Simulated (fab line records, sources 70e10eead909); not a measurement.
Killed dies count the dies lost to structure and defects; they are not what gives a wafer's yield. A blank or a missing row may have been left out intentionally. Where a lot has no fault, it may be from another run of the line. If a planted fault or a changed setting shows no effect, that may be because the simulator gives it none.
Matching of chambers | flow nand harc | NHARC_A_CHANNEL_FILL_D2_ETCHBACK_19 on rie si-04: 4 sister chambers
The step etches the open film in HBr/Cl2, target depth 5 nm, time 1.7 s. 4 wafers are shown with their chamber, then 10 later ones without.

## WAFERS, EACH WITH ITS CHAMBER
wafer  | chamber | drypump motor current A (A)
L086.2 | 3       | 6.3
L086.5 | 1       | 6.1
L087.1 | 0       | 6.2
L087.2 | 2       | 5.2

## WAFERS WITHOUT THEIR CHAMBER
wafer  | drypump motor current A (A)
L087.6 | 6.2
L088.2 | 5.2
L088.3 | 6.3
L088.6 | 6.1
L092.1 | 5.3
L092.2 | 6.3
L092.4 | 6.1
L097.1 | 6.3
L097.3 | 5.3
L097.4 | 6.3

## EACH ONE'S CHAMBER
wafer  | from the rows above | in truth
L087.6 | 0                   | 0
L088.2 | 2                   | 2
L088.3 | 3                   | 3
L088.6 | 1                   | 1
L092.1 | 2                   | 2
L092.2 | 3                   | 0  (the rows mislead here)
L092.4 | 1                   | 1
L097.1 | 3                   | 3
L097.3 | 2                   | 2
L097.4 | 3                   | 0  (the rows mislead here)
Placed correctly: 8 of 10. Left unplaced by these rows: 0. 2 placed wrongly.
How it was worked out, from the rows above alone: a wafer's distance from a chamber is the root of the sum, over the readings, of the square of ((its reading less the chamber's mean) divided by the reading's scatter). If the next closest chamber is less than 2 further off than the closest, the wafer can't be placed; otherwise it belongs to the closest. The mean given for a chamber averages the wafers shown for that chamber. The scatter: with one shown wafer a chamber, the root of the mean of the squares of how far each hidden wafer lies from its nearest shown one.
